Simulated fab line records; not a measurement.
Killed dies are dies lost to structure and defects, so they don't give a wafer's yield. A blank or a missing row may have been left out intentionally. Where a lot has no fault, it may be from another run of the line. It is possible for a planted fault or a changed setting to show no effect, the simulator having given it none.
Which tool was responsible? || flow n5Finfet || 10 lots with 30 wafers sampled at 2 steps, on a route of 1938 steps

WHAT EACH GAUGE READ, for each wafer
N5_PASSIVATION_CD_MEAS_10: target cd 3000 nm. Usual: cdNm at 3000.2 nm, with a standard deviation of 2.1.
{"lot": "L672", "measured": "day 12 01:41", "on": "cdSem-02", "cdNm (nm)": "2998.6 3000.0 2998.7", "flag": ""}
{"lot": "L676", "measured": "day 12 13:02", "on": "cdSem-02", "cdNm (nm)": "3001.1 3002.0 3001.7", "flag": ""}
{"lot": "L674", "measured": "day 12 12:53", "on": "cdSem-02", "cdNm (nm)": "2999.5 3000.7 3002.6", "flag": ""}
{"lot": "L677", "measured": "day 13 12:50", "on": "cdSem-03", "cdNm (nm)": "2997.2 2998.7 3001.4", "flag": ""}
{"lot": "L683", "measured": "day 14 13:15", "on": "cdSem-03", "cdNm (nm)": "3000.9 2998.4 2998.8", "flag": ""}
{"lot": "L685", "measured": "day 15 09:56", "on": "cdSem-03", "cdNm (nm)": "3002.7 3003.4 3001.6", "flag": ""}
{"lot": "L684", "measured": "day 15 11:56", "on": "cdSem-01", "cdNm (nm)": "2998.9 2999.6 2999.3", "flag": ""}
{"lot": "L690", "measured": "day 16 02:19", "on": "cdSem-01", "cdNm (nm)": "3001.1 3004.3 3003.6", "flag": ""}
{"lot": "L691", "measured": "day 16 19:53", "on": "cdSem-02", "cdNm (nm)": "2996.5 2999.2 2999.2", "flag": ""}
{"lot": "L694", "measured": "day 17 11:47", "on": "cdSem-01", "cdNm (nm)": "3000.0 3003.4 2998.8", "flag": ""}

WHAT TOOL EACH LOT RAN ON (gives the tool, then ch and the chambers of the sampled wafers, and finally the start)
{"lot": "L672", "N5_MIM_BOT_ETCH_STRIP_01": "rieDiel-01 ch 0,1, day 12 00:43"}
{"lot": "L676", "N5_MIM_BOT_ETCH_STRIP_01": "rieDiel-01 ch 0,1,2, day 12 08:49"}
{"lot": "L674", "N5_MIM_BOT_ETCH_STRIP_01": "rieDiel-01 ch 0,1,2, day 12 11:13"}
{"lot": "L677", "N5_MIM_BOT_ETCH_STRIP_01": "rieDiel-06 ch 1,2,3, day 13 11:49"}
{"lot": "L683", "N5_MIM_BOT_ETCH_STRIP_01": "rieDiel-03 ch 1,2, day 14 11:58"}
{"lot": "L685", "N5_MIM_BOT_ETCH_STRIP_01": "rieDiel-03 ch 0,1,3, day 15 08:55"}
{"lot": "L684", "N5_MIM_BOT_ETCH_STRIP_01": "rieDiel-03 ch 0,3, day 15 09:36"}
{"lot": "L690", "N5_MIM_BOT_ETCH_STRIP_01": "rieDiel-06 ch 1,2,3, day 16 01:20"}
{"lot": "L691", "N5_MIM_BOT_ETCH_STRIP_01": "rieDiel-06 ch 0,1,3, day 16 16:32"}
{"lot": "L694", "N5_MIM_BOT_ETCH_STRIP_01": "rieDiel-06 ch 0,2, day 17 10:08"}
- N5_MIM_BOT_ETCH_STRIP_01: strips in O2.

AS READ BY THE TOOLS THEMSELVES (means over the sampled wafers that have a number; for cases with no such wafer, the mark the record gives instead)
N5_MIM_BOT_ETCH_STRIP_01. Usual: value, then standard deviation, for each; chamberPressureMTorr 30.00 mTorr / 0.078; drypumpMotorCurrentA 5.5 A / 0.46; oesProductAu 0.80 a.u. / 0.084; rfVppV 3.8 V / 1.3; showerheadPlenumPTorr 2.10 Torr / 0.073; tempC 59.99 C / 0.11; throttleValvePct 16.71 % / 0.22.
{"lot": "L672", "tool": "rieDiel-01", "chamberPressureMTorr (mTorr)": 29.98, "drypumpMotorCurrentA (A)": 5.7, "oesProductAu (a.u.)": 0.82, "rfVppV (V)": 4.7, "showerheadPlenumPTorr (Torr)": 2.05, "tempC (C)": 59.92, "throttleValvePct (%)": 16.67, "flag": ""}
{"lot": "L676", "tool": "rieDiel-01", "chamberPressureMTorr (mTorr)": 30.07, "drypumpMotorCurrentA (A)": 5.5, "oesProductAu (a.u.)": 0.78, "rfVppV (V)": 3.7, "showerheadPlenumPTorr (Torr)": 2.10, "tempC (C)": 60.08, "throttleValvePct (%)": 16.81, "flag": ""}
{"lot": "L674", "tool": "rieDiel-01", "chamberPressureMTorr (mTorr)": 30.05, "drypumpMotorCurrentA (A)": 5.5, "oesProductAu (a.u.)": 0.78, "rfVppV (V)": 4.3, "showerheadPlenumPTorr (Torr)": 2.10, "tempC (C)": 59.97, "throttleValvePct (%)": 16.80, "flag": ""}
{"lot": "L677", "tool": "rieDiel-06", "chamberPressureMTorr (mTorr)": 29.97, "drypumpMotorCurrentA (A)": 5.2, "oesProductAu (a.u.)": 0.77, "rfVppV (V)": 2.5, "showerheadPlenumPTorr (Torr)": 2.06, "tempC (C)": 60.03, "throttleValvePct (%)": 16.73, "flag": ""}
{"lot": "L683", "tool": "rieDiel-03", "chamberPressureMTorr (mTorr)": 30.05, "drypumpMotorCurrentA (A)": 5.5, "oesProductAu (a.u.)": 0.89, "rfVppV (V)": 3.2, "showerheadPlenumPTorr (Torr)": 2.17, "tempC (C)": 60.11, "throttleValvePct (%)": 16.45, "flag": ""}
{"lot": "L685", "tool": "rieDiel-03", "chamberPressureMTorr (mTorr)": 30.10, "drypumpMotorCurrentA (A)": 5.6, "oesProductAu (a.u.)": 0.83, "rfVppV (V)": 4.0, "showerheadPlenumPTorr (Torr)": 2.10, "tempC (C)": 60.00, "throttleValvePct (%)": 16.62, "flag": ""}
{"lot": "L684", "tool": "rieDiel-03", "chamberPressureMTorr (mTorr)": 29.96, "drypumpMotorCurrentA (A)": 5.9, "oesProductAu (a.u.)": 0.87, "rfVppV (V)": 3.9, "showerheadPlenumPTorr (Torr)": 2.14, "tempC (C)": 59.85, "throttleValvePct (%)": 16.73, "flag": ""}
{"lot": "L690", "tool": "rieDiel-06", "chamberPressureMTorr (mTorr)": 30.00, "drypumpMotorCurrentA (A)": 5.2, "oesProductAu (a.u.)": 0.75, "rfVppV (V)": 4.2, "showerheadPlenumPTorr (Torr)": 2.05, "tempC (C)": 59.91, "throttleValvePct (%)": 16.78, "flag": ""}
{"lot": "L691", "tool": "rieDiel-06", "chamberPressureMTorr (mTorr)": 29.99, "drypumpMotorCurrentA (A)": 5.1, "oesProductAu (a.u.)": 0.83, "rfVppV (V)": 4.4, "showerheadPlenumPTorr (Torr)": 2.09, "tempC (C)": 59.91, "throttleValvePct (%)": 16.64, "flag": ""}
{"lot": "L694", "tool": "rieDiel-06", "chamberPressureMTorr (mTorr)": 29.91, "drypumpMotorCurrentA (A)": 5.1, "oesProductAu (a.u.)": 0.91, "rfVppV (V)": 3.4, "showerheadPlenumPTorr (Torr)": 2.09, "tempC (C)": 60.08, "throttleValvePct (%)": 16.70, "flag": ""}

THE ANSWER, worked out from the rows above alone
Rule: take the mean of a lot's wafers that have a number; if it is more than 3 standard deviations from the usual mean, the lot is off. Also off: a lot with no number at a reading for which 4 or more lots have one. Any other lot the step has rows for is counted as sound. Order of review: gauges by route order, followed by the tools' own readings, for which a lot's mean as printed above is used. The first step at which some lot is off is used, and at that step the reading that is off furthest; a lot without a number counts as furthest.
No lot is off on any of the readings shown, so nothing can be concluded from this.

WHAT THE SIMULATOR HAD INSERTED
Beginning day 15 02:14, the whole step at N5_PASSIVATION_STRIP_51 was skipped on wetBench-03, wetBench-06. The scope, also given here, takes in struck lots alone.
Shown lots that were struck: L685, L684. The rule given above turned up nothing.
